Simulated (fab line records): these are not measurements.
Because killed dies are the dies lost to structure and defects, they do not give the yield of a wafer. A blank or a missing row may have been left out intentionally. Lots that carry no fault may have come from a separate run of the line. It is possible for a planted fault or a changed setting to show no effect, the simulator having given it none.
fab line records	flow n5_finfet	part 1 of 2: steps 1 to 4 of 6
record lots=24	wafers=72	last_day=17
route steps=1938 shown MOL_CONTACT_COAG@535 BEOL_M0_SAQP@634
lots untouched by any fault: they come from a run of this same line in which no faults occurred
start_h: start of the lot's first displayed wafer, in hours after the record's first day	wait_h: hours from the lot's prior step to this one	" the same as in the row above	L1.1+2: one row covering several wafers at once	- value missing, or start not given	* or withheld: withheld	< > ~ a bound
route shown NAME@n: names a module that has steps shown in the file, with the first one's number in the route	usual: average and standard deviation across the fault-free wafers	same: alike in all rows	chamber/n: place in a boat	sites: readings site by site	_std_site: standard deviation of those values	_edge_site: inner sites' mean taken away from outer sites' mean	radius_mm: how far each site lies from the wafer's centre	mask NAME#n: copy n	behind: the last tool/chamber to shape the wafer	hold: why the lot went on hold/how many hours it stayed there/how the hold came to an end	device: which transistor (n, p or np) failed to switch	end of line: tests run on the same wafers once the route is complete	a step without rows: its recipe alone	killed: not the wafer's yield, but the dies lost to structure and defects at the first sort	map: a wafer's dies, x killed, . not, _ none there
set.NAME: the run value of the setting; set.NAME@STEP: its run value at that earlier step	model.NAME: the simulator's own value behind a step, which no gauge read
one table for each step of the route and one row for each wafer, over a sample of lots
services: the hour from which a tool's chamber was out of use, counted from the record's first day as start_h (under 0 if before that day), plus the number of hours and why
## steps
# step N5_MOL_CONTACT_COAG_CONTACT_ETCH_14
# recipe chemistry=C4F6/O2	target=SiO2	target_depth_a=275	overetch_a=85	mask_material=SOC	pressure_mtorr=30	source_w=370	bias_w=185	Ar_flow_sccm=300	C4F6_flow_sccm=16	O2_flow_sccm=10	time_s=20	ion_energy_ev=259.6
# usual drypump_motor_current_A=5.3/0.46	oes_product_au=0.64/0.077	rf_vpp_V=692/3.5	showerhead_plenum_p_Torr=2.85/0.1	throttle_valve_pct=21.25/0.3
lot.wafer	tool	chamber	start_h	wait_h	drypump_motor_current_A	oes_product_au	rf_hours_counter_h	rf_vpp_V	showerhead_plenum_p_Torr	throttle_valve_pct
L074.3	rie_diel-04	3	88.49	0.0	4.9	0.63	165	697	3.01	21.65
L074.4	"	0	"	"	5.5	0.62	217	693	2.85	21.67
L074.5	"	3	"	"	4.8	0.62	-	697	3.01	21.64
L075.2	rie_diel-04	1	92.67	0.0	5.3	0.59	225	687	2.71	21.11
L075.4	"	3	"	"	4.9	0.63	167	698	3.01	21.63
L075.6	"	2	"	"	5.3	0.63	-	690	2.76	20.95
L076.2	rie_diel-05	2	102.73	0.0	5.2	0.74	38	694	2.94	20.87
L076.5	"	0	"	"	5.9	0.57	-	689	2.82	21.09
L076.6	"	3	"	"	4.9	0.64	-	689	2.78	21.41
L077.1	rie_diel-04	3	106.03	0.0	4.9	0.63	171	697	3.01	21.65
L077.2	"	2	"	"	5.3	0.62	163	688	2.76	20.95
L077.5	"	1	"	"	5.4	0.59	-	687	2.71	21.12
L078.1	rie_diel-01	1	112.64	0.0	4.7	0.63	176	695	2.98	21.40
L078.2	"	0	"	"	4.9	0.58	246	691	2.85	21.42
L078.6	"	0	"	"	4.9	0.58	-	691	2.85	21.43
L079.1	rie_diel-04	2	117.18	0.0	5.3	0.63	166	689	2.76	20.96
L079.4	"	3	"	"	4.8	0.61	175	696	3.00	21.66
L079.5	"	1	"	"	5.3	0.58	-	685	2.71	21.12
L080.1	rie_diel-04	0	123.01	0.0	5.5	0.60	230	692	2.85	21.70
L080.3	"	2	"	"	5.3	0.62	169	688	2.76	20.96
L080.5	"	3	"	"	4.9	0.61	-	697	3.00	21.65
L081.2	rie_diel-01	2	130.84	0.0	6.3	0.58	223	693	2.83	21.26
L081.4	"	1	"	"	4.7	0.64	177	695	2.98	21.37
L081.6	"	1	"	"	4.7	0.64	-	695	2.98	21.38
L082.1	rie_diel-04	3	144.37	0.0	4.9	0.61	186	694	3.00	21.67
L082.2	"	2	"	"	5.3	0.61	178	689	2.75	20.98
L082.6	"	3	"	"	4.9	0.61	-	695	3.00	21.68
L083.3	rie_diel-05	3	148.54	0.0	4.9	0.63	178	689	2.77	21.44
L083.5	"	0	"	"	5.9	0.83	-	691	2.82	20.77
L083.6	"	3	"	"	4.9	0.63	-	690	2.77	21.42
L084.2	rie_diel-04	0	151.39	0.0	5.4	0.59	241	691	2.84	21.70
L084.3	"	3	"	"	4.8	0.61	189	696	3.00	21.68
L084.6	"	3	"	"	4.8	0.61	-	696	3.00	21.68
L085.1	rie_diel-01	3	153.32	0.0	4.9	0.59	235	693	2.81	20.93
L085.3	"	2	"	"	6.3	0.59	232	689	2.82	21.28
L085.6	"	2	"	"	6.3	0.58	-	691	2.82	21.29
L086.1	rie_diel-04	2	163.36	0.0	5.3	0.61	186	688	2.75	20.97
L086.2	"	3	"	"	4.8	0.61	194	696	3.00	21.68
L086.5	"	1	"	"	5.4	0.57	-	689	2.70	21.14
L087.1	rie_diel-05	0	169.26	0.0	6.0	0.80	9	691	2.82	20.78
L087.4	"	1	"	"	6.5	0.65	168	689	2.78	21.39
L087.6	"	0	"	"	5.9	0.80	-	691	2.82	20.79
L088.1	rie_diel-05	3	170.23	0.0	4.9	0.62	185	688	2.77	21.44
L088.3	"	2	"	"	5.2	0.71	63	695	2.92	20.90
L088.6	"	3	"	"	4.9	0.63	-	687	2.77	21.43
L089.2	rie_diel-01	0	177.45	0.0	4.9	0.80	9	692	2.85	21.21
L089.5	"	1	"	"	4.7	0.62	-	695	2.98	21.41
L089.6	"	0	"	"	4.9	0.80	-	691	2.85	21.23
L090.2	rie_diel-01	3	182.65	0.0	4.9	0.57	246	691	2.80	20.95
L090.5	"	3	"	"	4.9	0.58	-	691	2.80	20.94
L090.6	"	0	"	"	4.9	0.79	-	692	2.85	21.20
L091.4	rie_diel-01	0	189.95	0.0	4.9	0.80	13	692	2.85	21.21
L091.5	"	1	"	"	4.7	0.62	-	695	2.97	21.44
L091.6	"	0	"	"	4.9	0.79	-	691	2.85	21.24
L092.2	rie_diel-04	3	198.56	0.0	4.9	0.60	211	696	2.99	21.70
L092.3	"	2	"	"	5.3	0.60	203	687	2.74	20.99
L092.5	"	2	"	"	5.3	0.60	-	686	2.74	20.99
L093.3	rie_diel-05	3	202.66	0.0	4.9	0.61	196	688	2.76	21.44
L093.5	"	2	"	"	5.2	0.70	-	694	2.92	20.90
L093.6	"	1	"	"	6.4	0.64	-	689	2.77	21.41
L094.1	rie_diel-04	0	209.41	0.0	5.5	0.85	1	690	2.84	21.36
L094.3	"	2	"	"	5.3	0.60	207	688	2.74	21.01
L094.5	"	3	"	"	4.9	0.60	-	695	2.99	21.72
L095.3	rie_diel-04	3	213.85	0.0	4.9	0.59	217	695	2.99	21.70
L095.4	"	2	"	"	5.3	0.60	209	689	2.74	21.02
L095.5	"	1	"	"	5.3	0.77	-	699	3.03	20.90
L096.3	rie_diel-04	0	222.62	0.0	5.4	0.82	7	691	2.83	21.38
L096.5	"	2	"	"	5.3	0.60	-	688	2.74	21.00
L096.6	"	1	"	"	5.3	0.77	-	698	3.03	20.91
L097.1	rie_diel-04	1	229.05	0.0	5.4	0.76	22	698	3.03	20.89
L097.2	"	0	"	"	5.4	0.82	8	690	2.83	21.39
L097.6	"	3	"	"	4.9	0.59	-	695	2.98	21.72
# step N5_MOL_CONTACT_COAG_SIL_ANNEAL_21
# recipe temp_c=550	time_s=60	ambient=N2
# usual lamp_power_pct=6.6/0.39	lamp_zone_3_pct=6.6/0.39	lamp_zone_6_pct=6.5/0.38	wafer_temp_C_max=552.3/0.76
lot.wafer	tool	chamber	start_h	wait_h	lamp_power_pct	lamp_zone_3_pct	lamp_zone_6_pct	wafer_temp_C_max
L074.3	rtp_anneal-01	0	90.37	0.3	7.0	7.0	6.9	551.5
L074.4	"	0	"	"	7.0	7.0	6.9	551.8
L074.5	"	0	"	"	7.0	7.0	6.9	551.5
L075.2	rtp_anneal-02	0	94.02	0.2	6.2	6.2	6.2	553.0
L075.4	"	0	"	"	6.2	6.2	6.2	552.2
L075.6	"	0	"	"	6.2	6.2	6.2	552.3
L076.2	rtp_anneal-01	0	103.93	0.2	7.0	7.0	6.9	551.0
L076.5	"	0	"	"	7.0	7.0	6.9	551.7
L076.6	"	0	"	"	7.0	7.0	6.9	551.5
L077.1	rtp_anneal-01	0	107.32	0.2	7.0	7.0	6.9	551.2
L077.2	"	0	"	"	7.0	7.0	6.9	551.6
L077.5	"	0	"	"	7.0	7.0	6.9	551.6
L078.1	rtp_anneal-02	0	114.02	0.2	6.2	6.2	6.2	553.8
L078.2	"	0	"	"	6.2	6.2	6.2	553.5
L078.6	"	0	"	"	6.2	6.2	6.2	552.8
L079.1	rtp_anneal-02	0	119.37	0.2	6.2	6.2	6.2	552.8
L079.4	"	0	"	"	6.2	6.2	6.2	552.8
L079.5	"	0	"	"	6.2	6.2	6.2	552.6
L080.1	rtp_anneal-02	0	124.46	0.2	6.2	6.2	6.2	554.1
L080.3	"	0	"	"	6.2	6.2	6.2	553.1
L080.5	"	0	"	"	6.2	6.2	6.2	552.1
L081.2	rtp_anneal-02	0	132.07	0.2	6.2	6.2	6.2	552.4
L081.4	"	0	"	"	6.2	6.2	6.2	552.3
L081.6	"	0	"	"	6.2	6.2	6.2	553.2
L082.1	rtp_anneal-01	0	146.32	0.2	7.0	7.0	6.9	551.6
L082.2	"	0	"	"	7.0	7.0	6.9	551.4
L082.6	"	0	"	"	7.0	7.0	6.9	551.8
L083.3	rtp_anneal-02	0	151.48	0.3	6.2	6.2	6.2	552.7
L083.5	"	0	"	"	6.2	6.2	6.2	553.1
L083.6	"	0	"	"	6.2	6.2	6.2	552.4
L084.2	rtp_anneal-01	0	152.79	0.2	7.0	7.0	6.9	551.8
L084.3	"	0	"	"	7.0	7.0	6.9	551.8
L084.6	"	0	"	"	7.0	7.0	6.9	551.5
L085.1	rtp_anneal-01	0	154.92	0.2	7.0	7.0	6.9	551.3
L085.3	"	0	"	"	7.0	7.0	6.9	551.5
L085.6	"	0	"	"	7.0	7.0	6.9	551.8
L086.1	rtp_anneal-02	0	165.11	0.2	6.2	6.2	6.2	552.5
L086.2	"	0	"	"	6.2	6.2	6.2	552.2
L086.5	"	0	"	"	6.2	6.2	6.2	553.2
L087.1	rtp_anneal-01	0	170.60	0.3	7.0	7.0	6.9	551.7
L087.4	"	0	"	"	7.0	7.0	6.9	552.1
L087.6	"	0	"	"	7.0	7.0	6.9	551.4
L088.1	rtp_anneal-01	0	171.42	0.2	7.0	7.0	6.9	552.0
L088.3	"	0	"	"	7.0	7.0	6.9	551.8
L088.6	"	0	"	"	7.0	7.0	6.9	551.5
L089.2	rtp_anneal-01	0	179.60	0.2	7.0	7.0	6.9	552.1
L089.5	"	0	"	"	7.0	7.0	6.9	551.6
L089.6	"	0	"	"	7.0	7.0	6.9	551.9
L090.2	rtp_anneal-02	0	183.85	0.2	6.2	6.2	6.2	553.3
L090.5	"	0	"	"	6.2	6.2	6.2	552.5
L090.6	"	0	"	"	6.2	6.2	6.2	553.4
L091.4	rtp_anneal-02	0	191.33	0.3	6.2	6.2	6.2	552.8
L091.5	"	0	"	"	6.2	6.2	6.2	553.9
L091.6	"	0	"	"	6.2	6.2	6.2	552.7
L092.2	rtp_anneal-01	0	199.89	0.3	7.0	7.0	6.9	552.0
L092.3	"	0	"	"	7.0	7.0	6.9	551.4
L092.5	"	0	"	"	7.0	7.0	6.9	550.9
L093.3	rtp_anneal-02	0	205.30	0.3	6.2	6.2	6.2	552.1
L093.5	"	0	"	"	6.2	6.2	6.2	551.7
L093.6	"	0	"	"	6.2	6.2	6.2	552.0
L094.1	rtp_anneal-01	0	210.66	0.2	7.0	7.0	6.9	551.3
L094.3	"	0	"	"	7.0	7.0	6.9	551.1
L094.5	"	0	"	"	7.0	7.0	6.9	551.6
L095.3	rtp_anneal-02	0	215.19	0.4	6.2	6.2	6.2	552.2
L095.4	"	0	"	"	6.2	6.2	6.2	553.8
L095.5	"	0	"	"	6.2	6.2	6.2	553.8
L096.3	rtp_anneal-02	0	223.87	0.3	6.2	6.2	6.2	552.7
L096.5	"	0	"	"	6.2	6.2	6.2	553.7
L096.6	"	0	"	"	6.2	6.2	6.2	552.7
L097.1	rtp_anneal-02	0	230.36	0.2	6.2	6.2	6.2	553.7
L097.2	"	0	"	"	6.2	6.2	6.2	552.4
L097.6	"	0	"	"	6.2	6.2	6.2	552.4
# step N5_MOL_CONTACT_COAG_STRIP_96
# recipe chemistry=N2/H2	power_w=500	temp_c=40	pressure_mtorr=50	rf_frequency_hz=6e+07	overash_fraction=0.3	bias_power_w=28	h2_frac=0.5	n2_flow_sccm=300	h2_flow_sccm=300
# usual drypump_motor_current_A=5.4/0.56	oes_product_au=0.78/0.1	rf_vpp_V=121.9/1.3	showerhead_plenum_p_Torr=3.32/0.096	throttle_valve_pct=18.8/0.37
lot.wafer	tool	chamber	start_h	wait_h	drypump_motor_current_A	oes_product_au	rf_hours_counter_h	rf_vpp_V	showerhead_plenum_p_Torr	throttle_valve_pct
L074.3	rie_diel-04	2	102.14	0.0	5.3	0.73	161	119.5	3.25	18.8
L074.4	"	0	"	"	5.5	0.69	221	122.2	3.33	19.5
L074.5	"	1	"	"	5.4	0.68	-	121.0	3.18	19.3
L075.2	rie_diel-05	3	105.73	0.0	4.8	0.75	158	121.1	3.22	18.7
L075.4	"	0	"	"	6.0	0.66	244	122.7	3.32	18.7
L075.6	"	1	"	"	6.4	0.77	-	120.7	3.26	19.1
L076.2	rie_diel-05	0	113.26	0.0	6.0	0.66	247	121.2	3.32	18.7
L076.5	"	2	"	"	5.2	0.87	-	122.8	3.40	18.2
L076.6	"	1	"	"	6.5	0.76	-	123.3	3.26	19.0
L077.1	rie_diel-04	0	115.54	0.0	5.5	0.68	226	122.6	3.32	19.5
L077.2	"	1	"	"	5.3	0.68	232	122.4	3.18	19.3
L077.5	"	1	"	"	5.3	0.69	-	121.7	3.18	19.3
L078.1	rie_diel-04	1	121.62	0.0	5.3	0.68	236	119.4	3.18	19.4
L078.2	"	3	"	"	4.9	0.72	177	124.0	3.46	19.1
L078.6	"	0	"	"	5.5	0.69	-	123.3	3.32	19.5
L079.1	rie_diel-05	1	129.11	0.0	6.4	0.75	154	121.4	3.26	19.1
L079.4	"	2	"	"	5.2	0.86	-	123.0	3.40	18.2
L079.5	"	1	"	"	6.4	0.75	-	120.9	3.26	19.1
L080.1	rie_diel-04	3	132.63	0.0	4.9	0.71	182	123.3	3.46	19.1
L080.3	"	1	"	"	5.3	0.67	241	121.0	3.17	19.4
L080.5	"	1	"	"	5.3	0.68	-	122.4	3.18	19.4
L081.2	rie_diel-05	1	143.58	0.0	6.4	0.76	161	120.5	3.25	19.1
L081.4	"	0	"	"	6.0	0.99	0	119.6	3.32	18.3
L081.6	"	2	"	"	5.2	0.85	-	121.2	3.39	18.2
L082.1	rie_diel-04	2	156.00	0.0	5.3	0.71	182	121.4	3.24	18.9
L082.2	"	0	"	"	5.5	0.67	244	123.2	3.31	19.5
L082.6	"	2	"	"	5.3	0.71	-	121.5	3.24	18.9
L083.3	rie_diel-05	0	159.32	0.0	5.9	0.95	5	122.2	3.32	18.3
L083.5	"	2	"	"	5.2	0.84	-	121.7	3.39	18.2
L083.6	"	3	"	"	4.9	0.74	-	121.1	3.21	18.8
L084.2	rie_diel-01	0	162.78	0.0	4.9	0.97	4	121.0	3.27	18.5
L084.3	"	2	"	"	6.3	0.70	236	124.1	3.32	19.1
L084.6	"	0	"	"	4.9	0.96	-	122.4	3.27	18.5
L085.1	rie_diel-05	1	163.05	0.0	6.4	0.74	167	121.1	3.25	19.1
L085.3	"	3	"	"	4.9	0.74	182	119.7	3.21	18.8
L085.6	"	0	"	"	6.0	0.97	-	121.2	3.32	18.3
L086.1	rie_diel-01	3	175.27	0.0	4.9	0.67	243	121.0	3.32	18.7
L086.2	"	2	"	"	6.3	0.69	240	123.1	3.32	19.1
L086.5	"	2	"	"	6.3	0.69	-	120.3	3.32	19.1
L087.1	rie_diel-01	3	180.85	0.0	4.8	0.68	245	122.0	3.32	18.7
L087.4	"	2	"	"	6.3	0.69	242	121.3	3.32	19.1
L087.6	"	3	"	"	4.9	0.68	-	121.7	3.32	18.7
L088.1	rie_diel-05	2	183.97	0.0	5.2	0.84	68	122.6	3.39	18.2
L088.3	"	0	"	"	5.9	0.93	13	122.7	3.31	18.3
L088.6	"	2	"	"	5.2	0.84	-	124.0	3.39	18.2
L089.2	rie_diel-05	3	188.56	0.0	4.9	0.73	190	121.2	3.21	18.8
L089.5	"	0	"	"	6.0	0.92	-	120.4	3.31	18.3
L089.6	"	1	"	"	6.5	0.73	-	120.4	3.24	19.1
L090.2	rie_diel-04	3	194.06	0.0	4.9	0.69	209	122.6	3.44	19.1
L090.5	"	1	"	"	5.4	0.94	-	120.7	3.57	19.1
L090.6	"	3	"	"	4.9	0.68	-	121.4	3.44	19.1
L091.4	rie_diel-04	1	199.82	0.0	5.3	0.93	-	122.7	3.57	19.1
L091.5	"	3	"	"	4.9	0.69	-	122.3	3.44	19.1
L091.6	"	2	"	"	5.3	0.71	-	119.9	3.23	18.9
L092.2	rie_diel-05	1	209.60	0.0	6.4	0.72	181	121.2	3.24	19.1
L092.3	"	2	"	"	5.2	0.83	77	122.8	3.38	18.2
L092.5	"	3	"	"	4.9	0.72	-	120.1	3.20	18.8
L093.3	rie_diel-04	0	214.85	0.0	5.4	0.96	4	119.7	3.31	19.1
L093.5	"	3	"	"	4.8	0.69	-	122.4	3.44	19.1
L093.6	"	2	"	"	5.3	0.70	-	121.8	3.23	18.9
L094.1	rie_diel-01	1	218.32	0.0	4.7	0.71	214	123.1	3.45	19.0
L094.3	"	3	"	"	4.9	0.99	3	122.0	3.32	18.4
L094.5	"	1	"	"	4.8	0.72	-	122.3	3.45	19.0
L095.3	rie_diel-01	3	229.03	0.0	4.9	0.97	7	121.0	3.31	18.4
L095.4	"	1	"	"	4.8	0.71	218	124.0	3.45	18.9
L095.5	"	1	"	"	4.8	0.71	-	122.9	3.45	19.0
L096.3	rie_diel-01	0	232.70	0.0	4.9	0.89	33	122.9	3.25	18.5
L096.5	"	0	"	"	4.9	0.90	-	123.5	3.25	18.5
L096.6	"	1	"	"	4.7	0.70	-	122.0	3.45	18.9
L097.1	rie_diel-05	2	238.00	0.0	5.2	0.80	87	121.9	3.38	18.2
L097.2	"	3	"	"	4.9	0.72	207	120.4	3.20	18.8
L097.6	"	3	"	"	4.9	0.71	-	120.3	3.20	18.8
# step N5_MOL_CONTACT_COAG_STRIP_119
# recipe chemistry=N2/H2	time_s=30	power_w=1000	temp_c=250	pressure_mtorr=withheld	n2_flow_sccm=1750	h2_flow_sccm=3250
# usual drypump_motor_current_A=5.4/0.38	heater_power_w=317/12
lot.wafer	tool	chamber	start_h	wait_h	drypump_motor_current_A	heater_power_w	rf_hours_counter_h
L074.3	plasma_asher-02	1	102.28	0.1	5.8	318	-
L074.4	"	0	"	"	5.1	342	-
L074.5	"	1	"	"	5.8	313	-
L075.2	plasma_asher-02	0	105.85	0.1	5.1	324	95
L075.4	"	1	"	"	5.8	318	-
L075.6	"	1	"	"	5.8	305	-
L076.2	plasma_asher-02	0	113.39	0.1	5.1	328	96
L076.5	"	0	"	"	5.1	338	-
L076.6	"	1	"	"	5.7	310	-
L077.1	plasma_asher-01	1	115.66	0.1	4.9	312	47
L077.2	"	0	"	"	5.8	309	47
L077.5	"	0	"	"	5.8	310	-
L078.1	plasma_asher-02	1	121.74	0.1	5.8	310	98
L078.2	"	0	"	"	5.1	338	98
L078.6	"	0	"	"	5.1	343	-
L079.1	plasma_asher-02	1	129.23	0.1	5.8	304	98
L079.4	"	0	"	"	5.1	336	-
L079.5	"	1	"	"	5.8	323	-
L080.1	plasma_asher-02	1	132.75	0.1	5.8	309	99
L080.3	"	0	"	"	5.1	337	-
L080.5	"	1	"	"	5.8	308	-
L081.2	plasma_asher-02	0	143.70	0.1	5.1	333	102
L081.4	"	0	"	"	5.1	344	-
L081.6	"	0	"	"	5.1	336	-
L082.1	plasma_asher-02	1	156.13	0.1	5.7	310	105
L082.2	"	0	"	"	5.1	335	105
L082.6	"	1	"	"	5.7	321	-
L083.3	plasma_asher-02	0	159.46	0.1	5.1	329	-
L083.5	"	1	"	"	5.8	316	-
L083.6	"	0	"	"	5.1	332	-
L084.2	plasma_asher-01	1	162.90	0.1	4.9	305	56
L084.3	"	1	"	"	4.9	301	-
L084.6	"	0	"	"	5.8	309	-
L085.1	plasma_asher-01	1	163.17	0.1	4.9	303	56
L085.3	"	0	"	"	5.8	307	-
L085.6	"	0	"	"	5.8	306	-
L086.1	plasma_asher-01	1	175.40	0.1	4.9	297	58
L086.2	"	0	"	"	5.8	308	58
L086.5	"	1	"	"	4.9	301	-
L087.1	plasma_asher-02	0	180.97	0.1	5.1	335	110
L087.4	"	1	"	"	5.7	306	-
L087.6	"	1	"	"	5.8	312	-
L088.1	plasma_asher-01	0	184.09	0.1	5.8	311	60
L088.3	"	1	"	"	4.9	301	-
L088.6	"	0	"	"	5.8	311	-
L089.2	plasma_asher-02	1	188.68	0.1	5.7	313	111
L089.5	"	0	"	"	5.1	333	-
L089.6	"	1	"	"	5.8	313	-
L090.2	plasma_asher-02	0	194.18	0.1	5.1	324	112
L090.5	"	1	"	"	5.8	316	-
L090.6	"	0	"	"	5.1	342	-
L091.4	plasma_asher-01	0	199.94	0.0	5.8	310	-
L091.5	"	1	"	"	4.9	309	-
L091.6	"	0	"	"	5.8	314	-
L092.2	plasma_asher-02	1	209.72	0.1	5.7	321	115
L092.3	"	0	"	"	5.1	324	-
L092.5	"	0	"	"	5.1	330	-
L093.3	plasma_asher-01	0	214.99	0.1	5.8	306	-
L093.5	"	1	"	"	4.9	303	-
L093.6	"	0	"	"	5.8	305	-
L094.1	plasma_asher-01	0	218.44	0.1	5.8	311	67
L094.3	"	1	"	"	4.9	305	-
L094.5	"	0	"	"	5.8	304	-
L095.3	plasma_asher-02	0	229.17	0.1	5.1	332	-
L095.4	"	1	"	"	5.8	316	-
L095.5	"	0	"	"	5.1	326	-
L096.3	plasma_asher-01	0	232.84	0.1	5.8	302	-
L096.5	"	0	"	"	5.8	310	-
L096.6	"	1	"	"	4.9	306	-
L097.1	plasma_asher-02	0	238.12	0.1	5.1	328	121
L097.2	"	1	"	"	5.8	315	121
L097.6	"	1	"	"	5.8	320	-
